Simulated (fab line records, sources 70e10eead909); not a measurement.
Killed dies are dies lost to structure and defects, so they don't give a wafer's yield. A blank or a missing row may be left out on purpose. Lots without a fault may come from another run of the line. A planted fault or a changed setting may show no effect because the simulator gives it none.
Which tool did it? | flow nand_harc | 13 lots, 39 wafers sampled, at 5 steps of a route of 1159

WHAT THE GAUGES READ, wafer by wafer
NHARC_THIN_TSV_CD_MEAS_12: target cd 1000 nm. Usual: cd_nm 999.4 nm, standard deviation 1.1.
lot  | measured     | on        | cd_nm (nm)           | flag
L668 | day 18 16:52 | cd_sem-03 | 999.4 1000.9 999.1   |
L667 | day 19 02:44 | cd_sem-02 | 996.9 997.5 998.3    |
L669 | day 18 21:14 | cd_sem-03 | 1001.8 1000.5 1000.7 |
L670 | day 18 22:28 | cd_sem-01 | 998.6 997.8 999.8    |
L677 | day 20 17:35 | cd_sem-02 | 999.5 999.3 999.3    |
L678 | day 22 02:46 | cd_sem-01 | 1000.9 999.9 999.0   |
L681 | day 22 04:08 | cd_sem-03 | 999.8 1000.7 1001.7  |
L682 | day 22 14:40 | cd_sem-03 | 997.7 999.8 999.2    |
L683 | day 23 01:50 | cd_sem-01 | 998.0 998.6 998.4    |
L685 | day 23 06:33 | cd_sem-02 | 1000.1 1000.2 999.8  |
L688 | day 23 17:55 | cd_sem-02 | 1000.9 1001.5 1000.3 |
L689 | day 23 07:46 | cd_sem-01 | 999.9 1001.0 999.5   |
L687 | day 23 19:23 | cd_sem-03 | 998.1 999.8 999.4    |

NHARC_END_SORT_01. Usual: killed_at_array 26, standard deviation 9.6; killed_at_other 0.7, standard deviation 0.92; killed_at_periphery 3.8, standard deviation 2.7; killed_dies 31, standard deviation 10; killed_open 3.3, standard deviation 1.7; killed_short 1.8, standard deviation 1.3.
lot  | measured     | on        | killed_at_array | killed_at_other | killed_at_periphery | killed_dies | killed_open | killed_short | flag
L678 | day 22 18:03 | prober-01 | 67 42 36        | 0 1 0           | 1 5 3               | 68 48 39    | 4 3 3       | 1 2 1        |

WHICH TOOL RAN EACH LOT (tool, then ch and the chambers of the sampled wafers, then the start)
lot  | NHARC_A_STAIRCASE_ETCH_19          | NHARC_THIN_TSV_DEP_47           | NHARC_THIN_TSV_ETCH_59
L668 | rie_diel-07 ch 1,2,3, day 10 23:31 | pecvd-04 ch 0,1, day 18 19:05   | rie_metal-01 ch 0,1, day 18 23:29
L667 | rie_diel-02 ch 0,2,3, day 11 07:11 | pecvd-04 ch 0,1, day 19 04:50   | rie_metal-01 ch 0, day 19 09:21
L669 | rie_diel-02 ch 0,2,3, day 11 11:53 | pecvd-03 ch 1,2, day 18 23:22   | rie_metal-01 ch 0, day 19 03:48
L670 | rie_diel-06 ch 1,2,3, day 11 14:49 | pecvd-02 ch 0,1, day 19 00:32   | rie_metal-03 ch 0,1, day 19 05:01
L677 | rie_diel-07 ch 0,1,3, day 13 06:12 | pecvd-04 ch 0,2, day 20 19:31   | rie_metal-01 ch 0,1, day 21 00:07
L678 | rie_diel-06 ch 1,2,3, day 14 03:41 | pecvd-03 ch 1,2, day 22 04:40   | rie_metal-02 ch 0,1, day 22 09:23
L681 | rie_diel-02 ch 0,2,3, day 14 13:26 | pecvd-04 ch 0,1,2, day 22 06:16 | rie_metal-03 ch 0,1, day 22 10:50
L682 | rie_diel-07 ch 0,2,3, day 14 17:55 | pecvd-04 ch 1,2, day 22 16:31   | rie_metal-01 ch 0,1, day 22 20:58
L683 | rie_diel-07 ch 0,2,3, day 14 18:19 | pecvd-02 ch 0,2, day 23 03:43   | rie_metal-02 ch 0,1, day 23 08:02
L685 | rie_diel-02 ch 1,2, day 15 10:23   | pecvd-02 ch 0,1, day 23 08:38   | rie_metal-01 ch 0,1, day 23 12:58
L688 | rie_diel-02 ch 0,1,2, day 16 00:10 | pecvd-02 ch 0,2, day 23 19:46   | rie_metal-03 ch 0,1, day 24 00:14
L689 | rie_diel-02 ch 1,2,3, day 16 01:26 | pecvd-02 ch 0,2, day 23 09:37   | rie_metal-03 ch 0,1, day 23 13:53
L687 | rie_diel-07 ch 0,1,3, day 16 04:34 | pecvd-03 ch 0,2, day 23 21:18   | rie_metal-02 ch 0,1, day 24 01:30
- NHARC_A_STAIRCASE_ETCH_19: etches the open film in C4F8/O2, target depth 100 nm, time 40.5 s.
- NHARC_THIN_TSV_DEP_47: deposits SiO2, target thk 200 nm.
- NHARC_THIN_TSV_ETCH_59: etches the open film in Cl2/BCl3, target depth 880 nm, time 138.1 s.

WHAT THE TOOLS THEMSELVES READ (means of the sampled wafers that have a number; where no wafer has one, the mark that the record gives instead)
NHARC_A_STAIRCASE_ETCH_19. Usual: chamber_pressure_mTorr 25.000 mTorr, standard deviation 0.022; oes_product_au 0.937 a.u., standard deviation 0.01; rf_vpp_V 899 V, standard deviation 4.9.
lot  | tool        | chamber_pressure_mTorr (mTorr) | oes_product_au (a.u.) | rf_vpp_V (V) | flag
L668 | rie_diel-07 | 24.995                         | 0.941                 | 898          |
L667 | rie_diel-02 | 24.987                         | 0.928                 | 899          |
L669 | rie_diel-02 | 24.976                         | 0.940                 | 899          |
L670 | rie_diel-06 | 24.981                         | 0.948                 | 902          |
L677 | rie_diel-07 | 25.005                         | 0.939                 | 898          |
L678 | rie_diel-06 | 24.988                         | 0.935                 | 902          |
L681 | rie_diel-02 | 24.997                         | 0.938                 | 899          |
L682 | rie_diel-07 | 24.978                         | 0.934                 | 898          |
L683 | rie_diel-07 | 24.998                         | 0.925                 | 898          |
L685 | rie_diel-02 | 25.003                         | 0.950                 | 894          |
L688 | rie_diel-02 | 24.988                         | 0.940                 | 896          |
L689 | rie_diel-02 | 24.987                         | 0.930                 | 898          |
L687 | rie_diel-07 | 25.016                         | 0.937                 | 897          |

NHARC_THIN_TSV_DEP_47. Usual: chamber_pressure_Torr 6.499 Torr, standard deviation 0.015; throttle_valve_pct 15.9 %, standard deviation 0.63.
lot  | tool     | chamber_pressure_Torr (Torr) | throttle_valve_pct (%) | flag
L668 | pecvd-04 | 6.506                        | 14.8                   |
L667 | pecvd-04 | 6.500                        | 15.3                   |
L669 | pecvd-03 | 6.495                        | 16.2                   |
L670 | pecvd-02 | 6.516                        | 16.3                   |
L677 | pecvd-04 | 6.481                        | 15.1                   |
L678 | pecvd-03 | 6.507                        | 16.4                   |
L681 | pecvd-04 | 6.496                        | 15.7                   |
L682 | pecvd-04 | 6.498                        | 16.0                   |
L683 | pecvd-02 | 6.505                        | 15.5                   |
L685 | pecvd-02 | 6.502                        | 16.2                   |
L688 | pecvd-02 | 6.486                        | 15.6                   |
L689 | pecvd-02 | 6.502                        | 15.7                   |
L687 | pecvd-03 | 6.504                        | 16.3                   |

NHARC_THIN_TSV_ETCH_59. Usual: chamber_pressure_mTorr 10.001 mTorr, standard deviation 0.01; drypump_motor_current_A 6.1 A, standard deviation 0.57; oes_product_au 1.000 a.u., standard deviation 0.0092; throttle_valve_pct 22.263 %, standard deviation 0.0093.
lot  | tool         | chamber_pressure_mTorr (mTorr) | drypump_motor_current_A (A) | oes_product_au (a.u.) | throttle_valve_pct (%) | flag
L668 | rie_metal-01 | 10.005                         | 6.3                         | 0.995                 | 22.250                 |
L667 | rie_metal-01 | 10.004                         | 5.2                         | 0.993                 | 22.263                 |
L669 | rie_metal-01 | 10.011                         | 5.3                         | 0.995                 | 22.266                 |
L670 | rie_metal-03 | 9.999                          | 6.3                         | 1.000                 | 22.268                 |
L677 | rie_metal-01 | 10.003                         | 6.3                         | 1.000                 | 22.266                 |
L678 | rie_metal-02 | 10.000                         | 5.7                         | 0.996                 | 22.259                 |
L681 | rie_metal-03 | 9.992                          | 6.3                         | 1.005                 | 22.263                 |
L682 | rie_metal-01 | 10.006                         | 5.8                         | 1.000                 | 22.255                 |
L683 | rie_metal-02 | 9.998                          | 5.7                         | 0.995                 | 22.270                 |
L685 | rie_metal-01 | 9.998                          | 6.3                         | 1.012                 | 22.257                 |
L688 | rie_metal-03 | 9.988                          | 6.3                         | 1.010                 | 22.262                 |
L689 | rie_metal-03 | 10.004                         | 6.3                         | 1.009                 | 22.266                 |
L687 | rie_metal-02 | 10.001                         | 5.7                         | 0.994                 | 22.266                 |

THE ANSWER, worked out from the rows above alone
Rule: a lot is off if the mean of its wafers that have a number lies more than 3 standard deviations from the usual mean. A lot without any number at a reading at which 4 lots or more have one is off too. The other lots that the step has rows for count as sound. The gauges are gone through in route order, then the tools' own readings, and for those a lot's mean is taken as printed above. The first step at which some lot is off is used, and at that step the reading that is off furthest; a lot without a number counts as furthest.
No lot is off at any reading shown: from this, nothing can be told.

WHAT THE SIMULATOR HAD PUT IN
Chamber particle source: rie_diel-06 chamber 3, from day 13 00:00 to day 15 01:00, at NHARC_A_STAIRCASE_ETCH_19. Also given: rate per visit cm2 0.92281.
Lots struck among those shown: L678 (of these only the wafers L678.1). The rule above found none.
